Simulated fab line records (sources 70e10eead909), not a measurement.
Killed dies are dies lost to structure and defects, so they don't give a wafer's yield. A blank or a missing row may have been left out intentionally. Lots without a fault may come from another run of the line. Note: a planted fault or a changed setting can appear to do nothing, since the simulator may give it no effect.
The tool behind it: which one? | flow nand-harc | Sampling: 12 lots, 36 wafers, 4 of 1302 route steps

WHAT EACH GAUGE READ, for each wafer
No reading from a measuring or inspecting step in the record can be judged against a usual standard deviation.

WHICH TOOL RAN EACH LOT (tool, then ch and the chambers of the sampled wafers, then the start)
lot  | NHARC_A_STAIRCASE_ETCH_190                    | NHARC_A_STAIRCASE_ETCH_192         | NHARC_A_STAIRCASE_TRIM_198     | NHARC_A_STAIRCASE_TRIM_200
L636 | rie-diel-02 ch 0,1,2, day 15 17:16 or earlier | rie-diel-02 ch 1,2, day 15 17:16   | rie-diel-02 ch 2,3, no start   | rie-diel-02 ch 0,2,3, no start
L637 | rie-diel-09 ch 0,1,3, day 16 12:37 or earlier | rie-diel-09 ch 1,2, day 16 12:37   | rie-diel-09 ch 1,2,3, no start | rie-diel-09 ch 1,2, no start
L641 | rie-diel-09 ch 2,3, day 18 01:30 or earlier   | rie-diel-09 ch 0,2,3, day 18 01:30 | rie-diel-12 ch 0,2,3, no start | rie-diel-12 ch 0,1,2, no start
L644 | rie-diel-09 ch 0,3, day 19 16:59 or earlier   | rie-diel-09 ch 0,1,2, day 19 16:59 | rie-diel-02 ch 0,2, no start   | rie-diel-02 ch 0,2, no start
L648 | rie-diel-02 ch 0,2,3, day 20 18:49 or earlier | rie-diel-02 ch 0,1,3, day 20 18:49 | rie-diel-12 ch 0,1,3, no start | rie-diel-12 ch 0,1,3, no start
L650 | rie-diel-12 ch 0,3, day 21 20:14 or earlier   | rie-diel-12 ch 2,3, day 21 20:14   | rie-diel-12 ch 0,1, no start   | rie-diel-12 ch 2,3, no start
L651 | rie-diel-02 ch 0,1,2, day 22 06:02 or earlier | rie-diel-02 ch 2,3, day 22 06:02   | rie-diel-09 ch 1,2, no start   | rie-diel-09 ch 1,2, no start
L652 | rie-diel-02 ch 0,1,2, day 22 14:55 or earlier | rie-diel-02 ch 1,3, day 22 14:55   | rie-diel-09 ch 2,3, no start   | rie-diel-09 ch 1,2, no start
L653 | rie-diel-09 ch 1,2, day 23 04:14 or earlier   | rie-diel-09 ch 2,3, day 23 04:14   | rie-diel-09 ch 0,2,3, no start | rie-diel-09 ch 0,1,3, no start
L655 | rie-diel-02 ch 1,3, day 23 11:53 or earlier   | rie-diel-02 ch 0,2, day 23 11:53   | rie-diel-09 ch 0,1,2, no start | rie-diel-09 ch 1,3, no start
L657 | rie-diel-09 ch 1,3, day 24 17:42 or earlier   | rie-diel-09 ch 1,2,3, day 24 17:42 | rie-diel-09 ch 2,3, no start   | rie-diel-09 ch 2,3, no start
L659 | rie-diel-02 ch 0,1, day 25 09:28 or earlier   | rie-diel-02 ch 0,3, day 25 09:28   | rie-diel-12 ch 0,2,3, no start | rie-diel-12 ch 0,2,3, no start
- NHARC_A_STAIRCASE_ETCH_190: etches the open film in C4F8/O2, target depth 100 nm, time 40.5 s.
- NHARC_A_STAIRCASE_ETCH_192: etches the open film in C4F8/O2, target depth 100 nm, time 40.5 s.
- NHARC_A_STAIRCASE_TRIM_198: chemistry O2, time 211.2 s.
- NHARC_A_STAIRCASE_TRIM_200: chemistry O2, time 211.2 s.

WHAT THE TOOLS THEMSELVES READ (means of the sampled wafers that have a number; where no wafer has one, the mark that the record gives instead)
NHARC_A_STAIRCASE_ETCH_190.
lot  | tool        | oes-product-au (a.u.) | rf-vpp-V (V)
L636 | rie-diel-02 | 0.946                 | 895
L637 | rie-diel-09 | 0.946                 | 898
L641 | rie-diel-09 | 0.942                 | 899
L644 | rie-diel-09 | 0.942                 | 901
L648 | rie-diel-02 | 0.946                 | 899
L650 | rie-diel-12 | 0.942                 | 901
L651 | rie-diel-02 | 0.944                 | 895
L652 | rie-diel-02 | 0.950                 | 894
L653 | rie-diel-09 | 0.939                 | 893
L655 | rie-diel-02 | 0.938                 | 895
L657 | rie-diel-09 | 0.949                 | 896
L659 | rie-diel-02 | 0.956                 | 894

NHARC_A_STAIRCASE_ETCH_192.
lot  | tool        | oes-product-au (a.u.) | rf-vpp-V (V)
L636 | rie-diel-02 | 0.936                 | 891
L637 | rie-diel-09 | 0.936                 | 894
L641 | rie-diel-09 | 0.938                 | 900
L644 | rie-diel-09 | 0.908                 | 897
L648 | rie-diel-02 | 0.946                 | 897
L650 | rie-diel-12 | 0.942                 | 903
L651 | rie-diel-02 | 0.945                 | 898
L652 | rie-diel-02 | 0.949                 | 897
L653 | rie-diel-09 | 0.949                 | 898
L655 | rie-diel-02 | 0.944                 | 895
L657 | rie-diel-09 | 0.946                 | 896
L659 | rie-diel-02 | 0.952                 | 901

NHARC_A_STAIRCASE_TRIM_198.
lot  | tool        | drypump-motor-current-A (A) | oes-product-au (a.u.) | rf-vpp-V (V) | showerhead-plenum-p-Torr (Torr) | throttle-valve-pct (%)
L636 | rie-diel-02 | 5.6                         | 0.992                 | 57.7         | 3.52                            | 17.037
L637 | rie-diel-09 | 6.1                         | 1.001                 | 57.1         | 3.59                            | 17.037
L641 | rie-diel-12 | 5.7                         | 1.002                 | 57.7         | 3.49                            | 17.034
L644 | rie-diel-02 | 5.9                         | 0.995                 | 57.4         | 3.54                            | 17.041
L648 | rie-diel-12 | 5.8                         | 0.998                 | 58.1         | 3.64                            | 17.044
L650 | rie-diel-12 | 5.8                         | 0.989                 | 57.9         | 3.56                            | 17.023
L651 | rie-diel-09 | 6.1                         | 0.999                 | 57.7         | 3.45                            | 17.042
L652 | rie-diel-09 | 6.3                         | 1.018                 | 58.0         | 3.59                            | 17.037
L653 | rie-diel-09 | 6.1                         | 1.006                 | 57.6         | 3.63                            | 17.034
L655 | rie-diel-09 | 6.1                         | 1.004                 | 57.7         | 3.52                            | 17.033
L657 | rie-diel-09 | 6.0                         | 1.006                 | 58.4         | 3.66                            | 17.046
L659 | rie-diel-12 | 5.8                         | 0.999                 | 57.7         | 3.63                            | 17.034

NHARC_A_STAIRCASE_TRIM_200.
lot  | tool        | drypump-motor-current-A (A) | oes-product-au (a.u.) | rf-vpp-V (V) | showerhead-plenum-p-Torr (Torr) | throttle-valve-pct (%)
L636 | rie-diel-02 | 5.7                         | 1.001                 | 59.0         | 3.62                            | 17.035
L637 | rie-diel-09 | 6.1                         | 1.006                 | 57.1         | 3.48                            | 17.036
L641 | rie-diel-12 | 5.8                         | 1.004                 | 57.7         | 3.58                            | 17.035
L644 | rie-diel-02 | 5.9                         | 0.996                 | 57.7         | 3.54                            | 17.040
L648 | rie-diel-12 | 5.8                         | 0.992                 | 57.3         | 3.64                            | 17.031
L650 | rie-diel-12 | 5.7                         | 1.001                 | 58.2         | 3.67                            | 17.043
L651 | rie-diel-09 | 6.1                         | 1.002                 | 58.0         | 3.46                            | 17.030
L652 | rie-diel-09 | 6.3                         | 1.009                 | 57.2         | 3.49                            | 17.037
L653 | rie-diel-09 | 5.9                         | 1.007                 | 57.9         | 3.59                            | 17.035
L655 | rie-diel-09 | 5.9                         | 1.001                 | 57.8         | 3.63                            | 17.033
L657 | rie-diel-09 | 6.3                         | 1.000                 | 57.1         | 3.58                            | 17.035
L659 | rie-diel-12 | 5.8                         | 1.001                 | 57.7         | 3.63                            | 17.024

THE ANSWER, worked out from the rows above alone
Rule: the lots themselves supply what counts as usual. Put in order of their means at a reading, lots are off if they are a third of the lots or fewer, leave a main group of 4 or more, and stand apart from it by a gap of 3 or more times the standard deviation of the main group's means; of several such gaps the widest counts. If all means in a main group match to the digits the tables above print for the reading, that group is not used. Also off: a lot with no number at a reading for which 4 or more lots have one. All remaining lots with rows at the step are treated as sound. Order of review: gauges by route order, followed by the tools' own readings, for which a lot's mean as printed above is used. The first step at which some lot is off is used, and at that step the reading that is off furthest; a lot without a number counts as furthest.
Off: L644 (NHARC_A_STAIRCASE_ETCH_192, oes-product-au). The main group has a mean of 0.944 a.u. with a standard deviation of 0.0051.
If a tool, at that step or one of the process steps before it, ran each lot that is off and ran no sound lot following the first of them, it fits. NHARC_A_STAIRCASE_ETCH_190: start missing for some lots; hours and lot order therefore follow NHARC_A_STAIRCASE_ETCH_192. Of those tried, none fits.

WHAT THE SIMULATOR HAD INSERTED
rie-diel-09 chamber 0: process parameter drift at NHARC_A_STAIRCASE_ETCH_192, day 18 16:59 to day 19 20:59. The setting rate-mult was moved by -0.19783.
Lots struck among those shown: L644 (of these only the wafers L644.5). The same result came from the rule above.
